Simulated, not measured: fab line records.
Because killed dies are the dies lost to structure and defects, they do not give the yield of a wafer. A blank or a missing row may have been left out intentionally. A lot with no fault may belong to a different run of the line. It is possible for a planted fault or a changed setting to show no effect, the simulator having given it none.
Struck lot and sound lot, side by side -- flow nand harc -- 41 steps out of a route of 1302
Sound: wafers L647.2, L647.4, L647.5. Struck: wafer L650.6. The cause comes at the end.
Per side, at each step with rows, come the tool, then ch with its chambers, and then its first start. Under that, the readings that differ: sound wafers -- struck wafers -- difference of the means -- sigmas: that difference in standard deviations of wafers without a fault.
alike: readings with means less than 2 such deviations apart, plus words and numbers identical on both sides. not compared: withheld readings, readings lacking a value on some wafer, bounds such as >300 that could conceal the same value, and numbers that have no deviation in the record and whose values overlap.
A row with sigmas, a row that says differs or no value, or rows on one side alone: a step with any of these is where the two part. Non-overlapping numbers with no deviation appear without sigmas and do not part them. Lack of a reading on every wafer of one side parts them only where that side has two or more wafers.

first, 7 steps without rows for these wafers: NHARC_A_CHANNEL_HOLE_D1_STRIP_41 (strips in N2/H2); NHARC_A_CHANNEL_HOLE_D1_STRIP_42 (strips in CF4/CHF3); NHARC_A_CHANNEL_HOLE_D1_STRIP_43 (strips in O2/COS); NHARC_A_CHANNEL_HOLE_D1_ETCH_44 (etches the open film in CF4/O2, target depth 140 nm, overetch 14 nm, time 77 s); NHARC_A_CHANNEL_HOLE_D1_STRIP_27 (strips in O2); NHARC_A_CHANNEL_HOLE_D1_PRECLEAN_28 (cleans in SC1); NHARC_A_CHANNEL_HOLE_D1_SRD_29.
NHARC_A_CHANNEL_HOLE_D1_CD_MEAS_30:
  sound: cd sem-03 at day 13 18:51; struck: cd sem-02 at day 14 16:59
  alike: cd nm
NHARC_A_CHANNEL_HOLE_D1_XSEM_31:
  sound on xsem-01 ch 0, day 13 18:56; struck on xsem-01 ch 0, day 14 17:05
  alike: bot cd nm, bow nm, tilt deg
NHARC_A_CHANNEL_HOLE_D1_INSPECT_40:
  sound: defect inspect-01 at day 13 19:02; struck: defect inspect-01 at day 14 17:10
reading,sound,struck,difference,sigmas
raw defect count,39 58 52,118,+68,+3
then, 2 steps without rows for these wafers: NHARC_A_CHANNEL_FILL_D1_PRECLEAN_00 (cleans in SC1); NHARC_A_CHANNEL_FILL_D1_SRD_01.
NHARC_A_CHANNEL_FILL_D1_ALD_02: deposits SiO2, target thk 6 nm, pulse time 10 s, ald cycles 60.
  sound on ald hk-01 ch 0,1,3, day 13 21:09; struck on ald hk-01 ch 0, day 14 17:43
reading,sound,struck,difference,sigmas
ald cycles,60 60 60,118,+58,
  alike: heater power w, precursor pulse height rel
then, 1 step without rows for these wafers: NHARC_A_CHANNEL_FILL_D1_ALD_03 (deposits SiNx, target thk 6 nm, pulse time 60 s, ald cycles 58).
NHARC_A_CHANNEL_FILL_D1_ALD_14: deposits SiO2, target thk 2.5 nm, pulse time 10 s, ald cycles 25.
  sound on ald hk-03 ch 1,3, day 14 04:11; struck on ald hk-01 ch 1, day 14 23:55
reading,sound,struck,difference,sigmas
heater power w (W),521 451 517,417,-79,-2
  alike: precursor pulse height rel
  not compared: ald cycles
then, 5 steps without rows for these wafers: NHARC_A_CHANNEL_FILL_D1_ALD_15 (deposits SiNx, target thk 2 nm, pulse time 60 s, ald cycles 19); NHARC_A_CHANNEL_FILL_D1_ALD_16 (deposits SiO2, target thk 1.5 nm, pulse time 10 s, ald cycles 15); NHARC_A_CHANNEL_FILL_D1_ANNEAL_17 (time 1800 s); NHARC_A_CHANNEL_FILL_D1_CVD_18 (deposits poly-Si, target thk 3 nm); NHARC_A_CHANNEL_FILL_D1_ETCHBACK_19 (etches the open film in HBr/Cl2, target depth 5 nm, time 1.7 s).
NHARC_A_CHANNEL_FILL_D1_ETCHBACK_20: etches the open film in C4F8/O2/Ar, target depth 27 nm, time 13.5 s.
  sound on rie diel-13 ch 0,2, day 14 22:35; struck on rie diel-12 ch 2, day 15 17:34
  alike: oes product au, rf fwd power W, rf vpp V
  not compared: rf hours counter h
then, 5 steps without rows for these wafers: NHARC_A_CHANNEL_FILL_D1_STRIP_28 (strips in O2, time 20 s); NHARC_A_CHANNEL_FILL_D1_PRECLEAN_21 (cleans in dHF, time 30 s); NHARC_A_CHANNEL_FILL_D1_SRD_23; NHARC_A_CHANNEL_FILL_D1_CVD_05 (deposits poly-Si, target thk 5 nm); NHARC_A_CHANNEL_FILL_D1_ANNEAL_22 (time 7200 s).
NHARC_A_CHANNEL_FILL_D1_ALD_25: deposits SiOx, target thk 60 nm, pulse time 10 s, ald cycles 600.
  sound on ald hk-04 ch 0,1,3, day 15 10:29; struck on ald hk-03 ch 2, day 16 08:38
  alike: heater power w, precursor pulse height rel
  not compared: ald cycles
NHARC_A_CHANNEL_FILL_D1_ETCHBACK_08: etches the open film in C4F8, target depth 220 nm, time 110 s.
  sound: rie diel-12 ch 0,3; struck: rie diel-12 ch 0
  alike: oes product au, rf fwd power W, rf vpp V
  not compared: rf hours counter h
then, 6 steps without rows for these wafers: NHARC_A_CHANNEL_FILL_D1_STRIP_29 (strips in O2, time 20 s); NHARC_A_CHANNEL_FILL_D1_PRECLEAN_30 (cleans in dHF, time 30 s); NHARC_A_CHANNEL_FILL_D1_SRD_31; NHARC_A_CHANNEL_FILL_D1_CVD_09 (deposits poly-Si, target thk 150 nm, time 3000 s); NHARC_A_CHANNEL_FILL_D1_CMP_10 (polishes, target thk 150 nm); NHARC_A_CHANNEL_FILL_D1_SRD_12.
NHARC_A_CHANNEL_FILL_D1_INSPECT_13:
  sound: defect inspect-02 at day 15 22:19; struck: defect inspect-02 at day 16 17:24
  alike: raw defect count
then, 4 steps without rows for these wafers: NHARC_A_DECK1_JOINT_ETCHBACK_07 (etches the open film in HBr, target depth 105 nm, time 26.9 s); NHARC_A_DECK1_JOINT_ETCH_25 (etches SiO2 in dHF, target depth 0.5 nm); NHARC_A_DECK1_JOINT_ETCH_19 (etches poly-Si in TMAH, target depth 3 nm); NHARC_A_DECK1_JOINT_ETCH_18 (etches SiO2 in dHF, target depth 3 nm).
-- record jumps: 14 days between struck wafers' starts before vs after; left off in module A_DECK1_JOINT, resumes in module END, first step shown is number 1301 of the route --
NHARC_END_WLT_00:
  sound: prober-02 at day 29 14:22; struck: prober-02 at day 30 08:41
reading,sound,struck,difference,sigmas
VT_DECK1_MIDDLE_INNER,0.877 0.885 0.889,0.899,+0.015,+2
VT_DECK1_TOP_INNER,0.911 0.905 0.906,0.923,+0.016,+2
VT_DECK2_TOP_INNER,0.877 0.898 0.889,0.908,+0.020,+2
  alike: VT_DECK1_BOTTOM, VT_DECK1_BOTTOM_INNER, VT_DECK1_MEDIAN_NEAR_BOTTOM, VT_DECK1_MEDIAN_NEAR_BOTTOM_INNER, VT_DECK1_MIDDLE, VT_DECK1_TOP, VT_DECK2_BOTTOM, VT_DECK2_BOTTOM_INNER, VT_DECK2_MEDIAN_NEAR_BOTTOM, VT_DECK2_MEDIAN_NEAR_BOTTOM_INNER, VT_DECK2_MIDDLE, VT_DECK2_MIDDLE_INNER, VT_DECK2_TOP
next, for these wafers, 1 step has no rows: NHARC_END_SORT_01.

## WHERE THEY PART
At NHARC_A_CHANNEL_HOLE_D1_INSPECT_40 first; at NHARC_END_WLT_00 last (within this record only).

WHY: what had been put in by the simulator
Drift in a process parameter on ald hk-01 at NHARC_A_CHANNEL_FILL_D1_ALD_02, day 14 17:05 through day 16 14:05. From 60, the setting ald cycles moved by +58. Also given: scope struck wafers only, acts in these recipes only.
